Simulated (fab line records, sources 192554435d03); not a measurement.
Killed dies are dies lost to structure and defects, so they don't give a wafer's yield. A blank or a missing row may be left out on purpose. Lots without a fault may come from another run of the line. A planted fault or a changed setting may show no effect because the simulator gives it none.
fab line records | flow n5_finfet
record lots=5 wafers=14 last_day=16
route steps=1938 shown SD_EPI_N@275 SD_EPI_P@295 BEOL_M4@1111 PASSIVATION@1936
lots that met no fault: from a run of the same line without faults
start_h: hours from the record's first day to the start of the lot's first wafer shown | wait_h: hours since the lot's step before | " the same as in the row above | L1.1+2: a row that stands for several wafers | - no value, or no start given | * or withheld: withheld | < > ~ a bound
route shown NAME@n: a module of which the file shows steps, and the number in the route of the first | usual: mean/standard deviation of fault-free wafers | same: alike in all rows | chamber/n: place in a boat | sites: the reading at each site | _std_site: their standard deviation | _edge_site: outer sites' mean less inner sites' | radius_mm: how far each site lies from the wafer's centre | mask NAME#n: copy n | behind: the tool/chamber that last shaped the wafer | hold: why the lot was held/for how many hours/how that ended | device: the transistor (n, p or np) that didn't switch | end of line: the same wafers' tests at the end of the route | a step without rows: its recipe alone | killed: dies lost to structure and defects at the first sort, not the wafer's yield | map: a wafer's dies, x killed, . not, _ none there
set.NAME: the setting as run; set.NAME@STEP: as run at that earlier step | model.NAME: the simulator's own value behind a step, which no gauge read
lots at some steps of the route; a table a step, a row a wafer
services: from which hour (start_h, from the record's first day; less than 0 if before it) a tool's chamber was out of use, for how many hours, and why
## steps
# step N5_SD_EPI_N_ETCH_35
# recipe chemistry=N2/H2 target=SOC overetch_a=1080 mask_material=SiARC temp_c=40 ion_energy_ev=100 source_w=3000 bias_w=133 pressure_mtorr=20 time_s=486 n2_flow_sccm=200 h2_flow_sccm=200
# usual drypump_motor_current_A=5.6/0.43 h2_flow_sccm=200.0/0.63 oes_product_au=0.72/0.078 rf_vpp_V=240.8/1.5 showerhead_plenum_p_Torr=2.55/0.094 throttle_valve_pct=23.82/0.25
# columns lot.wafer tool chamber start_h wait_h drypump_motor_current_A h2_flow_sccm oes_product_au rf_hours_counter_h rf_vpp_V showerhead_plenum_p_Torr throttle_valve_pct
L592.3 rie_diel-05 2 61.69 0.0 5.7 199.8 0.83 18 239.4 2.48 23.91
L592.5 " 2 " " 5.7 199.1 0.84 - 239.6 2.48 23.91
L592.6 " 3 " " 5.0 200.0 0.62 - 240.3 2.39 23.71
L596.1 rie_diel-01 0 88.54 0.0 6.2 200.4 0.65 195 240.5 2.53 24.16
L596.2 " 3 " " 5.3 199.6 0.75 67 239.6 2.47 23.54
L596.4 " 1 " " 5.6 199.1 0.64 193 239.8 2.51 23.89
L599.4 rie_diel-06 2 102.94 0.0 5.8 200.1 0.66 189 239.8 2.52 23.87
L599.5 " 3 " " 5.7 199.9 0.63 - 242.5 2.62 24.07
L599.6 " 0 " " 4.8 200.1 0.79 - 240.2 2.69 23.69
L600.1 rie_diel-05 2 112.40 0.0 5.7 200.0 0.80 42 239.6 2.47 23.92
L600.3 " 0 " " 5.5 200.4 0.81 17 239.0 2.48 23.56
L600.6 " 2 " " 5.6 200.0 0.80 - 241.1 2.47 23.93
L610.2 rie_diel-06 0 169.35 0.0 4.8 199.9 0.76 58 242.5 2.68 23.75
L610.4 " 2 " " 5.8 199.8 0.64 211 239.8 2.51 23.89
# step N5_SD_EPI_N_STRIP_36
# recipe chemistry=N2/H2 temp_c=40 n2_flow_sccm=200 h2_flow_sccm=200 rf_frequency_hz=6e+07
# step N5_SD_EPI_N_ETCHBACK_44
# recipe chemistry=CH3F/O2 mode=anisotropic_etchback target=SiNx target_depth_a=145 stop_on=SiO2 over_etch_frac=0.3 ion_energy_ev=120 pressure_mtorr=30 source_w=395 bias_w=73 Ar_flow_sccm=150 CH3F_flow_sccm=30 O2_flow_sccm=20
# step N5_SD_EPI_N_ETCH_45
# recipe chemistry=CH3F/O2 target=SiOCN target_depth_a=60 mask_material=SOC ion_energy_ev=60 bias_w=29 pressure_mtorr=15 source_w=410 Ar_flow_sccm=150 CH3F_flow_sccm=30 O2_flow_sccm=20
# step N5_SD_EPI_N_ETCH_16
# recipe chemistry=CHF3/O2 target=SiO2 target_depth_a=50 mask_material=SOC pressure_mtorr=30 source_w=650 bias_w=170 Ar_flow_sccm=200 CHF3_flow_sccm=50 O2_flow_sccm=5 ion_energy_ev=200
# usual drypump_motor_current_A=5.6/0.43 mfc_ar_sccm=200.0/0.59 oes_product_au=0.81/0.092 rf_vpp_V=522/4.2 showerhead_plenum_p_Torr=2.42/0.087 throttle_valve_pct=18.93/0.28
# columns lot.wafer tool chamber start_h wait_h drypump_motor_current_A mfc_ar_sccm oes_product_au rf_hours_counter_h rf_vpp_V showerhead_plenum_p_Torr throttle_valve_pct
L592.3 rie_diel-05 2 62.21 0.1 5.6 200.0 0.95 18 519 2.36 19.04
L592.5 " 2 " " 5.6 199.4 0.94 - 518 2.36 19.03
L592.6 " 3 " " 5.0 200.5 0.70 - 523 2.28 19.15
L596.1 rie_diel-01 0 89.07 0.1 6.2 201.0 0.72 195 519 2.40 19.28
L596.2 " 3 " " 5.3 199.0 0.83 67 525 2.35 18.48
L596.4 " 1 " " 5.6 199.9 0.71 193 523 2.40 19.01
L599.4 rie_diel-06 2 103.46 0.1 5.9 199.9 0.73 189 517 2.39 19.07
L599.5 " 3 " " 5.7 199.7 0.70 - 525 2.49 19.31
L599.6 " 0 " " 4.8 200.7 0.88 - 526 2.55 18.99
L600.1 rie_diel-05 2 112.93 0.1 5.7 201.3 0.89 42 518 2.35 19.07
L600.3 " 0 " " 5.5 199.8 0.91 18 521 2.37 18.62
L600.6 " 2 " " 5.6 200.4 0.90 - 520 2.35 19.07
L610.2 rie_diel-06 0 169.88 0.1 4.8 200.5 0.85 59 524 2.54 19.03
L610.4 " 2 " " 5.8 199.3 0.71 211 518 2.39 19.09
# step N5_SD_EPI_N_STRIP_47
# recipe chemistry=CHF3/O2 resist=SiARC rf_frequency_hz=6e+07
# step N5_SD_EPI_N_SD_RECESS_17
# recipe chemistry=HBr/Cl2/O2 target_depth_a=410 mask_material=SOC time_s=23.7 bt_time_s=3 pressure_mtorr=10 icp_w=800 bias_w=112 HBr_flow_sccm=150 Cl2_flow_sccm=80 O2_flow_sccm=12
# step N5_SD_EPI_N_STRIP_38
# recipe chemistry=N2/H2 power_w=1000 temp_c=250 h2_frac=0.65 overash_fraction=0.3 pressure_mtorr=withheld n2_flow_sccm=1750 h2_flow_sccm=3250
# step N5_SD_EPI_N_WET_ETCH_43
# recipe chemistry=dHF dilution=withheld time_s=14 target=SiO2 target_depth_a=15 temp_c=25
# step N5_SD_EPI_N_STRIP_18
# recipe chemistry=SPM time_s=750 temp_c=130 h2so4_h2o2_vol_ratio=4
# step N5_SD_EPI_N_SRD_20
# recipe dry=ipa_marangoni do_ppb=5 time_s=30 temp_c=23 rinse_liquid=diw
# step N5_SD_EPI_N_PRECLEAN_48
# recipe chemistry=NF3:NH3 afs_cycles=2 temp_c=30 time_s=20 sublimation_temp_c=180 sublimation_time_s=60 pressure_torr=3 rf_power_w=30
# step N5_SD_EPI_N_VAPOR_ETCH_50
# recipe chemistry=HCl target=Si temp_c=775 time_s=54 pressure_torr=20 mode=isotropic
# usual throttle_valve_pct=11.84/0.27
# columns lot.wafer tool chamber start_h wait_h throttle_valve_pct
L592.3 epi_rpcvd-02 0 63.15 0.2 12.11
L592.5 " 0 " " 12.12
L592.6 " 0 " " 12.14
L596.1 epi_rpcvd-02 0 90.06 0.4 12.23
L596.2 " 0 " " 11.97
L596.4 " 0 " " 12.03
L599.4 epi_rpcvd-01 0 104.58 0.3 11.73
L599.5 " 0 " " 11.82
L599.6 " 0 " " 11.61
L600.1 epi_rpcvd-04 0 113.93 0.4 11.55
L600.3 " 0 " " 11.57
L600.6 " 0 " " 11.42
L610.2 epi_rpcvd-01 0 170.78 0.3 11.95
L610.4 " 0 " " 11.80
# step N5_SD_EPI_N_EPI_21
# recipe material=Si:P dopant=P temp_c=680 pressure_torr=255 time_s=690
# step N5_SD_EPI_N_EPI_MEAS_23
# recipe mode=xrd
# usual thk_nm=58.8/1.2
# columns lot.wafer tool chamber start_h wait_h thk_nm
L592.3 film_metro-01 - 64.99 0.9 57.4
L592.5 " - " " 60.5
L592.6 " - " " 59.1
L596.1 film_metro-02 - 92.58 1.9 57.0
L596.2 " - " " 61.3
L596.4 " - " " 60.9
L599.4 film_metro-01 - 106.98 0.8 56.7
L599.5 " - " " 58.5
L599.6 " - " " 58.7
L600.1 film_metro-02 - 116.44 1.9 59.4
L600.3 " - " " 59.2
L600.6 " - " " 58.6
L610.2 film_metro-01 - 172.65 1.2 59.6
L610.4 " - " " 58.9
# step N5_SD_EPI_N_PRECLEAN_24
# recipe chemistry=O3/DIW time_s=60 temp_c=22 o3_ppm=10
# step N5_SD_EPI_N_SRD_25
# recipe time_s=30 temp_c=23 rinse_liquid=diw dry=ipa_marangoni
# step N5_SD_EPI_N_PRECLEAN_49
# recipe chemistry=NF3:NH3 afs_cycles=1 temp_c=30 time_s=20 sublimation_temp_c=180 sublimation_time_s=60 pressure_torr=3 rf_power_w=30
# step N5_SD_EPI_N_LINER_46
# recipe material=SiNx target_thk_a=30 temp_c=400 ald_precursor_family=SiH2I2 ald_co_reactant=N2/H2-plasma pressure_torr=2
# usual heater_power_outer_w=538/43 heater_power_w=881/70
# columns lot.wafer tool chamber start_h wait_h heater_power_outer_w heater_power_w
L592.3 ald_sin-03 1 65.29 0.1 618 920
L592.5 " 3 " " 587 989
L592.6 " 0 " " 524 871
L596.1 ald_sin-04 1 93.03 0.3 490 859
L596.2 " 3 " " 540 939
L596.4 " 0 " " 531 950
L599.4 ald_sin-04 1 107.34 0.1 507 846
L599.5 " 3 " " 539 915
L599.6 " 2 " " 561 864
L600.1 ald_sin-01 1 116.81 0.2 585 971
L600.3 " 0 " " 469 821
L600.6 " 1 " " 604 980
L610.2 ald_sin-04 0 173.02 0.2 535 967
L610.4 " 1 " " 516 863
# step N5_SD_EPI_N_INSPECT_26
# recipe inspect_instrument=darkfield mode=post_epi
# usual raw_defect_count=196/37
# columns lot.wafer tool chamber start_h wait_h raw_defect_count
L592.3 defect_inspect-01 - 65.54 0.1 170
L592.5 " - " " 146
L592.6 " - " " 172
L596.1 defect_inspect-01 - 93.28 0.1 189
L596.2 " - " " 244
L596.4 " - " " 289
L599.4 defect_inspect-01 - 107.59 0.1 229
L599.5 " - " " 197
L599.6 " - " " 193
L600.1 defect_inspect-01 - 117.06 0.1 180
L600.3 " - " " 207
L600.6 " - " " 212
L610.2 defect_inspect-02 - 173.27 0.1 236
L610.4 " - " " 178
# step N5_SD_EPI_P_COAT_34
# recipe resist=SOC temp_c=250 time_s=60 spin_rpm=1500 resist_thk_nm=350
# step N5_SD_EPI_P_COAT_35
# recipe resist=SiARC temp_c=220 time_s=60 spin_rpm=1500 resist_thk_nm=35
# step N5_SD_EPI_P_COAT_03
# recipe resist=CAR-ArF-block spin_rpm=1500 resist_thk_nm=150
# step N5_SD_EPI_P_EBR_05
# recipe solvent=PGMEA ebr_width_mm=1.5
# step N5_SD_EPI_P_SOFTBAKE_04
# recipe temp_c=110 time_s=60 resist=CAR-ArF-block
# step N5_SD_EPI_P_EXPOSE_06
# recipe mask_id=SD_P_BLK na=1.35 source_shape=conventional sigma_outer=0.8 polarization=unpolarized target_cd_nm=240 dose_mj=39.5
# step N5_SD_EPI_P_PEB_07
# recipe peb_temp_c=110 peb_time_s=60 resist=CAR-ArF-block
# step N5_SD_EPI_P_DEVELOP_08
# recipe develop_time_s=30 developer=TMAH resist=CAR-ArF-block dev_temp_c=23 rinse_liquid=diw dry=air_spin
# step N5_SD_EPI_P_CD_MEAS_09
# recipe target_cd_nm=240 landing_energy_ev=500 detector=se_inlens
# usual cd_nm=240.1/0.68
# columns lot.wafer tool chamber start_h wait_h cd_nm
L592.3 cd_sem-02 0 65.82 - 238.7
L592.5 " 0 " " 240.3
L592.6 " 0 " " 239.6
L596.1 cd_sem-02 0 93.56 - 239.5
L596.2 " 0 " " 240.1
L596.4 " 0 " " 239.2
L599.4 cd_sem-01 0 107.99 - 239.2
L599.5 " 0 " " 239.8
L599.6 " 0 " " 239.7
L600.1 cd_sem-02 0 117.34 - 240.1
L600.3 " 0 " " 239.7
L600.6 " 0 " " 240.4
L610.2 cd_sem-03 0 173.67 - 240.1
L610.4 " 0 " " 240.6
# step N5_SD_EPI_P_OVL_MEAS_10
# recipe points_per_wafer=44
# usual SD_P_BLK_OVL=0.3/0.71
# columns lot.wafer tool chamber start_h wait_h SD_P_BLK_OVL[nm]
L592.3 overlay-02 0 65.85 0.0 0.8
L592.5 " 0 " " 1.3
L592.6 " 0 " " 0.2
L596.1 overlay-01 0 93.59 0.0 -0.3
L596.2 " 0 " " -0.1
L596.4 " 0 " " 0.2
L599.4 overlay-01 0 108.02 0.0 -0.6
L599.5 " 0 " " 0.9
L599.6 " 0 " " 0.0
L600.1 overlay-02 0 117.37 0.0 0.7
L600.3 " 0 " " 0.2
L600.6 " 0 " " 1.5
L610.2 overlay-01 0 173.70 0.0 1.1
L610.4 " 0 " " -0.6
# step N5_SD_EPI_P_INSPECT_11
# recipe mode=adi inspect_instrument=macro
# usual raw_defect_count=2.3/1.4
# columns lot.wafer tool chamber start_h wait_h raw_defect_count
L592.3 defect_inspect-01 - 65.87 0.0 2
L592.5 " - " " 2
L592.6 " - " " 2
L596.1 defect_inspect-02 - 93.61 0.0 2
L596.2 " - " " 2
L596.4 " - " " 1
L599.4 defect_inspect-01 - 108.05 0.0 3
L599.5 " - " " 3
L599.6 " - " " 4
L600.1 defect_inspect-01 - 117.39 0.0 1
L600.3 " - " " 2
L600.6 " - " " 0
L610.2 defect_inspect-01 - 173.72 0.0 1
L610.4 " - " " 2
# step N5_SD_EPI_P_DESCUM_14
# recipe chemistry=O2 time_s=7.9 source_power_w=50 bias_power_w=20 pressure_mtorr=20 rf_frequency_hz=2.712e+07 temp_c=40 resist=CAR-ArF-block o2_flow_sccm=225
# usual drypump_motor_current_A=5.8/0.43 oes_product_au=0.75/0.068 rf_vpp_V=242.9/1.3 showerhead_plenum_p_Torr=2.07/0.068 throttle_valve_pct=20.37/0.25
# columns lot.wafer tool chamber start_h wait_h drypump_motor_current_A oes_product_au rf_hours_counter_h rf_vpp_V showerhead_plenum_p_Torr throttle_valve_pct
L592.3 rie_diel-02 0 65.90 0.0 5.7 0.78 108 243.9 2.11 20.56
L592.5 " 3 " " 6.3 0.71 - 243.9 2.15 20.17
L592.6 " 2 " " 5.2 0.69 - 242.7 2.07 20.32
L596.1 rie_diel-04 0 93.65 0.0 5.6 0.71 178 243.7 2.08 20.70
L596.2 " 2 " " 5.7 0.69 223 242.5 2.06 20.52
L596.4 " 1 " " 6.1 0.77 133 246.0 2.19 20.25
L599.4 rie_diel-03 2 108.08 0.0 6.2 0.75 145 242.4 2.01 20.31
L599.5 " 0 " " 6.1 0.77 - 241.0 2.01 20.57
L599.6 " 1 " " 4.7 0.67 - 245.0 2.15 20.48
L600.1 rie_diel-03 2 117.42 0.0 6.2 0.75 148 243.0 2.00 20.34
L600.3 " 0 " " 6.1 0.78 159 241.5 2.01 20.56
L600.6 " 1 " " 4.7 0.67 - 245.0 2.14 20.48
L610.2 rie_diel-03 2 173.75 0.0 6.2 0.74 164 242.0 2.00 20.34
L610.4 " 3 " " 6.2 0.80 - 241.6 2.02 20.43
# step N5_SD_EPI_P_ETCH_36
# recipe chemistry=CF4 target=SiARC target_depth_a=455 mask_material=CAR-ArF-block time_s=75.8 ion_energy_ev=80 pressure_mtorr=40 source_w=545 bias_w=36 Ar_flow_sccm=100 cf4_flow_sccm=100 ends=cleared
# step N5_SD_EPI_P_ETCH_37
# recipe chemistry=N2/H2 target=SOC overetch_a=1080 mask_material=SiARC temp_c=40 ion_energy_ev=100 source_w=3000 bias_w=133 pressure_mtorr=20 time_s=486 n2_flow_sccm=200 h2_flow_sccm=200 ends=end_point
# usual drypump_motor_current_A=5.8/0.43 h2_flow_sccm=200.1/0.59 oes_product_au=0.67/0.056 rf_vpp_V=240.3/1.3 showerhead_plenum_p_Torr=2.51/0.085 throttle_valve_pct=23.74/0.29
# columns lot.wafer tool chamber start_h wait_h drypump_motor_current_A h2_flow_sccm oes_product_au rf_hours_counter_h rf_vpp_V showerhead_plenum_p_Torr throttle_valve_pct
L592.3 rie_diel-02 0 65.99 0.0 5.7 199.7 0.69 108 241.6 2.56 24.06
L592.5 " 3 " " 6.3 200.0 0.64 - 241.1 2.62 23.74
L592.6 " 2 " " 5.2 200.0 0.62 - 239.6 2.50 23.43
L596.1 rie_diel-04 0 93.74 0.0 5.6 200.1 0.64 178 240.4 2.53 23.96
L596.2 " 2 " " 5.7 200.2 0.63 223 240.7 2.50 23.93
L596.4 " 1 " " 6.1 200.2 0.70 133 241.0 2.66 23.68
L599.4 rie_diel-03 2 108.17 0.0 6.2 200.7 0.67 145 238.3 2.44 24.00
L599.5 " 0 " " 6.1 200.3 0.70 - 239.2 2.43 23.58
L599.6 " 1 " " 4.7 200.7 0.61 - 242.1 2.60 23.77
L600.1 rie_diel-03 2 117.52 0.0 6.2 201.0 0.67 148 239.5 2.44 24.00
L600.3 " 0 " " 6.1 199.4 0.69 160 239.0 2.43 23.59
L600.6 " 1 " " 4.7 200.5 0.61 - 242.1 2.60 23.76
L610.2 rie_diel-03 2 173.84 0.0 6.2 200.2 0.66 164 238.0 2.44 24.03
L610.4 " 3 " " 6.2 200.3 0.72 - 240.2 2.45 23.84
# step N5_SD_EPI_P_STRIP_38
# recipe chemistry=N2/H2 temp_c=40 n2_flow_sccm=200 h2_flow_sccm=200 rf_frequency_hz=6e+07
# step N5_SD_EPI_P_ETCHBACK_46
# recipe chemistry=CH3F/O2 mode=anisotropic_etchback target=SiNx target_depth_a=175 stop_on=SiO2 over_etch_frac=0.3 ion_energy_ev=120 pressure_mtorr=30 source_w=395 bias_w=73 Ar_flow_sccm=150 CH3F_flow_sccm=30 O2_flow_sccm=20
# step N5_SD_EPI_P_ETCH_47
# recipe chemistry=CH3F/O2 target=SiOCN target_depth_a=250 mask_material=SOC ion_energy_ev=60 bias_w=29 pressure_mtorr=30 source_w=410 Ar_flow_sccm=150 CH3F_flow_sccm=30 O2_flow_sccm=20
# step N5_SD_EPI_P_ETCH_16
# recipe chemistry=CHF3/O2 target=SiO2 target_depth_a=50 mask_material=SOC pressure_mtorr=30 source_w=650 bias_w=170 Ar_flow_sccm=200 CHF3_flow_sccm=50 O2_flow_sccm=5 ion_energy_ev=200
# step N5_SD_EPI_P_STRIP_50
# recipe chemistry=CHF3/O2 resist=SiARC rf_frequency_hz=6e+07
# step N5_SD_EPI_P_SD_RECESS_17
# recipe chemistry=HBr/Cl2/O2 target_depth_a=391 bt_time_s=3 pressure_mtorr=10 icp_w=800 bias_w=112 HBr_flow_sccm=150 Cl2_flow_sccm=80 O2_flow_sccm=12
# step N5_SD_EPI_P_WET_ETCH_45
# recipe chemistry=dHF dilution=withheld time_s=10.7 target=SiO2 target_depth_a=20 temp_c=25 dry=ipa_marangoni rinse_time_s=30 rinse_temp_c=23
# step N5_SD_EPI_P_STRIP_40
# recipe chemistry=N2/H2 power_w=1000 temp_c=250 h2_frac=0.65 overash_fraction=0.3 pressure_mtorr=withheld n2_flow_sccm=1750 h2_flow_sccm=3250
# step N5_BEOL_M4_RC_MEAS_101
# usual DIBL_N=35.7/1.3 DIBL_P=35.4/1.8 IOFF_N=0.152/0.027 IOFF_P=0.20/0.034 ION_N=672/9.8 ION_P=461/7.5 REXT_N=74.7/1.5 SS_N=71.4/0.55 SS_P=73.1/0.61 VT_N=251/3.3 VT_P=-251/3.6
# columns lot.wafer tool chamber start_h wait_h DIBL_N[mV/V] DIBL_P[mV/V] IOFF_N[nA/um] IOFF_P[nA/um] ION_N[uA/um] ION_P[uA/um] REXT_N[ohm.um] SS_N[mV/dec] SS_P[mV/dec] VT_N[mV] VT_P[mV]
L592.3 prober-01 0 179.43 0.3 39.0 38.2 0.225 0.31 685 475 74.2 72.1 74.8 245 -246
L592.5 " 0 " " 36.1 35.0 0.169 0.24 681 467 73.7 71.7 72.7 251 -247
L592.6 " 0 " " 36.5 35.2 0.172 0.24 666 461 74.4 71.9 73.0 248 -247
L596.1 prober-02 0 200.27 0.0 35.6 37.1 0.164 0.24 684 474 71.8 70.8 73.0 247 -245
L596.2 " 0 " " 34.1 34.2 0.130 0.18 675 462 72.2 70.5 72.3 253 -247
L596.4 " 0 " " 34.6 35.8 0.146 0.21 675 464 71.8 71.0 72.0 249 -247
L599.4 prober-02 0 219.71 0.8 34.9 33.3 0.118 0.18 669 458 77.3 70.9 72.5 255 -251
L599.5 " 0 " " 36.4 35.8 0.147 0.21 677 464 78.0 71.2 73.4 253 -249
L599.6 " 0 " " 36.7 35.9 0.145 0.21 673 462 77.2 71.8 72.8 249 -249
L600.1 prober-02 0 227.18 0.0 34.9 35.1 0.131 0.21 669 466 75.5 71.2 72.8 254 -249
L600.3 " 0 " " 35.9 35.8 0.152 0.23 679 469 74.9 71.6 73.3 249 -249
L600.6 " 0 " " 35.6 36.1 0.142 0.23 666 471 76.3 71.6 73.7 252 -247
L610.2 prober-02 0 281.75 0.8 36.6 36.9 0.156 0.19 670 456 75.4 71.6 73.8 249 -252
L610.4 " 0 " " 36.5 33.4 0.159 0.14 675 449 70.1 72.5 72.6 247 -258
# step N5_PASSIVATION_PROBE_49
# usual defect_limited_yield=91.5/1.3 killed_at_M0_to_M3=33/11 killed_at_M4_up=14/5.3 killed_at_contacts=11/6.3 killed_at_front_end=38/10 killed_at_other=3.7/2.8 killed_dies=101/16 killed_on_rim=13/3.4 killed_open=67/12 killed_short=32/7.4 sort_bin_5_function=5.0/0.86 sort_bin_6_memory=3.2/0.69 sort_n_pass=1079/16 sort_yield_pct=91.5/1.3
# same gross_dies=1180 killed_at_back_side=0 sort_bin_4_leakage[%]=0 sort_bin_8_speed[%]=0
# columns lot.wafer tool chamber start_h wait_h defect_limited_yield[%] killed_at_M0_to_M3 killed_at_M4_up killed_at_contacts killed_at_front_end killed_at_other killed_dies killed_on_rim killed_open killed_short sort_bin_5_function[%] sort_bin_6_memory[%] sort_n_pass sort_yield_pct[%]
L592.3 prober-02 - 299.66 0.1 90.8 38 13 8 45 4 108 10 82 23 5.8 3.2 1072 90.8
L592.5 prober-02 - 299.76 0.2 92.1 45 15 7 24 2 93 17 57 35 4.9 2.5 1087 92.1
L592.6 prober-02 - 299.81 0.3 89.9 58 11 11 35 4 119 10 79 39 5.7 4.0 1061 89.9
L596.1 prober-02 - 304.79 0.0 93.6 29 15 5 23 4 76 10 54 21 4.2 2.2 1104 93.6
L596.2 prober-02 - 304.84 0.1 91.8 34 16 21 24 2 97 10 64 31 4.2 3.6 1083 91.8
L596.4 prober-02 - 304.94 0.2 93.1 35 6 17 21 2 81 12 52 28 4.2 2.4 1099 93.1
L599.4 prober-02 - 312.28 0.2 89.2 47 10 15 47 8 127 21 87 38 5.9 4.2 1053 89.2
L599.5 prober-02 - 312.33 0.2 91.4 40 12 7 36 7 102 13 67 32 5.5 2.5 1078 91.4
L599.6 prober-02 - 312.38 0.3 89.5 40 10 17 47 10 124 18 82 40 5.4 4.7 1056 89.5
L600.1 prober-02 - 333.10 0.0 91.7 32 13 15 38 0 98 12 70 26 5.2 2.9 1082 91.7
L600.3 prober-02 - 333.20 0.1 91.6 33 16 7 42 1 99 17 63 35 4.4 3.9 1081 91.6
L600.6 prober-02 - 333.35 0.3 92.2 29 6 2 52 3 92 14 56 35 4.4 2.8 1088 92.2
L610.2 prober-01 - 386.35 0.1 93.1 21 18 9 31 3 82 11 52 30 3.9 3.0 1098 93.1
L610.4 prober-01 - 386.45 0.2 93.5 19 15 11 31 1 77 13 60 16 4.4 1.9 1103 93.5
# killed by level:class
L592.3 FIN_SAQP:geometric_particle:open=13 BEOL_M3:geometric_particle:open=12 MOL_CONTACT_COAG:geometric_particle:open=8 BEOL_M5:geometric_particle:open=8 FIN_SAQP:geometric_particle:short=6 STI_FIN_REVEAL:geometric_particle:open=6 BEOL_M2:geometric_particle:open=6 BEOL_M0_SAQP:geometric_particle:open=6
L592.5 BEOL_M0_SAQP:geometric_particle:short=12 BEOL_M3:geometric_particle:open=10 BEOL_M0_SAQP:geometric_particle:open=10 FIN_SAQP:geometric_particle:short=8 GATE_CUT:geometric_particle:short=6 BEOL_M5:geometric_particle:open=6 FIN_SAQP:geometric_particle:open=5 MOL_CONTACT_COAG:geometric_particle:open=5
L592.6 BEOL_M0_SAQP:geometric_particle:open=17 BEOL_M0_SAQP:geometric_particle:short=14 FIN_SAQP:geometric_particle:open=11 MOL_CONTACT_COAG:geometric_particle:open=9 BEOL_M1:geometric_particle:open=6 BEOL_M1:geometric_particle:short=6 BEOL_M2:geometric_particle:open=5 STI_FIN_REVEAL:geometric_particle:open=4
L596.1 BEOL_M3:geometric_particle:open=8 BEOL_M4:geometric_particle:open=7 BEOL_M0_SAQP:geometric_particle:open=6 BEOL_M1:geometric_particle:open=6 FIN_SAQP:geometric_particle:open=5 BEOL_M0_SAQP:geometric_particle:short=5 MOL_CONTACT_COAG:geometric_particle:open=4 GATE_CUT:geometric_particle:short=3
L596.2 MOL_CONTACT_COAG:geometric_particle:open=16 BEOL_M0_SAQP:geometric_particle:short=8 BEOL_M3:geometric_particle:open=7 STI_FIN_REVEAL:geometric_particle:open=5 MOL_CONTACT_COAG:geometric_particle:short=5 BEOL_M0_SAQP:geometric_particle:open=5 BEOL_M1:geometric_particle:open=5 BEOL_M1:geometric_particle:short=4
L596.4 BEOL_M3:geometric_particle:open=14 MOL_CONTACT_COAG:geometric_particle:open=13 BEOL_M1:geometric_particle:open=6 GATE_CUT:geometric_particle:short=5 GATE_CUT:geometric_particle:open=4 MOL_CONTACT_COAG:geometric_particle:short=4 BEOL_M2:geometric_particle:short=4 BEOL_M3:geometric_particle:short=4
L599.4 STI_FIN_REVEAL:geometric_particle:open=18 BEOL_M0_SAQP:geometric_particle:open=14 MOL_CONTACT_COAG:geometric_particle:open=12 BEOL_M0_SAQP:geometric_particle:short=12 BEOL_M3:geometric_particle:open=11 FIN_SAQP:geometric_particle:open=9 MIM_TOP_ETCH:geometric_particle:open=6 STARTING-WAFER:geometric_particle:open=5
L599.5 BEOL_M3:geometric_particle:open=13 BEOL_M2:geometric_particle:open=8 FIN_SAQP:geometric_particle:open=7 BEOL_M0_SAQP:geometric_particle:short=7 BEOL_M1:geometric_particle:open=7 DUMMY_GATE:geometric_particle:open=6 STI_FIN_REVEAL:geometric_particle:open=6 FIN_SAQP:geometric_particle:short=5
L599.6 FIN_SAQP:geometric_particle:open=14 MOL_CONTACT_COAG:geometric_particle:open=14 BEOL_M3:geometric_particle:open=14 FIN_SAQP:geometric_particle:short=9 BEOL_M4:geometric_particle:open=7 BEOL_M1:geometric_particle:open=6 BEOL_M2:geometric_particle:open=6 STI_FIN_REVEAL:geometric_particle:open=5
L600.1 MOL_CONTACT_COAG:geometric_particle:open=14 BEOL_M2:geometric_particle:open=9 BEOL_M4:geometric_particle:open=9 BEOL_M0_SAQP:geometric_particle:short=8 FIN_SAQP:geometric_particle:open=7 STI_FIN_REVEAL:geometric_particle:open=7 BEOL_M0_SAQP:geometric_particle:open=7 FIN_SAQP:geometric_particle:short=5
L600.3 FIN_SAQP:geometric_particle:short=13 STI_FIN_REVEAL:geometric_particle:open=11 BEOL_M2:geometric_particle:open=11 BEOL_M3:geometric_particle:open=10 BEOL_M0_SAQP:geometric_particle:short=7 MOL_CONTACT_COAG:geometric_particle:open=6 BEOL_M6:geometric_particle:open=4 FIN_SAQP:geometric_particle:open=3
L600.6 FIN_SAQP:geometric_particle:short=18 BEOL_M2:geometric_particle:open=15 STI_FIN_REVEAL:geometric_particle:open=10 FIN_SAQP:geometric_particle:open=6 BEOL_M3:geometric_particle:open=5 DUMMY_GATE:geometric_particle:open=3 ILD0:geometric_particle:open=3 BEOL_M4:geometric_particle:open=3
L610.2 MOL_CONTACT_COAG:geometric_particle:open=8 GATE_CUT:geometric_particle:short=6 BEOL_M4:geometric_particle:open=6 FIN_SAQP:geometric_particle:open=5 SPACER0:geometric_particle:short=5 BEOL_M0_SAQP:geometric_particle:short=5 BEOL_M2:geometric_particle:open=5 BEOL_M0_SAQP:geometric_particle:open=4
L610.4 MOL_CONTACT_COAG:geometric_particle:open=9 BEOL_M2:geometric_particle:open=9 FIN_SAQP:geometric_particle:open=6 FIN_SAQP:geometric_particle:short=5 DUMMY_GATE:geometric_particle:open=5 BEOL_M5:geometric_particle:open=5 BEOL_M0_SAQP:geometric_particle:open=4 STARTING-WAFER:geometric_particle:open=4
## services
# columns tool chamber start_h hours kind
rie_diel-01 1 43.00 9.0 repair
rie_diel-01 - 44.60 4.5 repair
ald_sin-03 0 54.29 4.1 repair
rie_diel-05 0 54.38 - clean
rie_diel-05 0 54.38 - consumable_replace:focus_ring
rie_diel-05 0 54.38 18.2 scheduled_down
rie_diel-05 0 54.38 18.2 vent_cycle
epi_rpcvd-01 - 58.43 0.9 repair
rie_diel-03 1 63.21 7.4 repair
epi_rpcvd-02 - 67.37 0.4 repair
epi_rpcvd-01 - 77.88 2.8 pm
rie_diel-05 3 77.97 4.6 repair
rie_diel-05 3 82.67 - clean
rie_diel-05 3 82.67 - consumable_replace:focus_ring
ald_sin-03 - 85.29 14.0 pm
epi_rpcvd-02 - 111.95 1.8 repair
epi_rpcvd-04 - 117.36 0.6 repair
rie_diel-02 1 128.59 14.5 repair
ald_sin-03 - 143.78 28.1 pm
rie_diel-06 0 149.96 9.6 repair
rie_diel-03 1 170.57 - clean
rie_diel-03 1 170.57 - consumable_replace:focus_ring
rie_diel-03 1 170.57 23.4 scheduled_down
rie_diel-03 1 170.57 23.4 vent_cycle
## key
first_sign step=N5_BEOL_M4_RC_MEAS_101 reading=REXT_N direction=down sigmas=3 usual=74.7 struck=70.1
effect none on later readings
met_at N5_SD_EPI_N_VAPOR_ETCH_50
struck_wafers L610.4
onset_between 104.58 170.78
fault kind=process_parameter_drift tool=epi_rpcvd-01 chamber=- onset_h=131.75 steps=N5_SD_EPI_N_VAPOR_ETCH_50 channel=time_s offset=* shape=step end_h=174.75 scope=struck_wafers_only acts_in=* stated=*
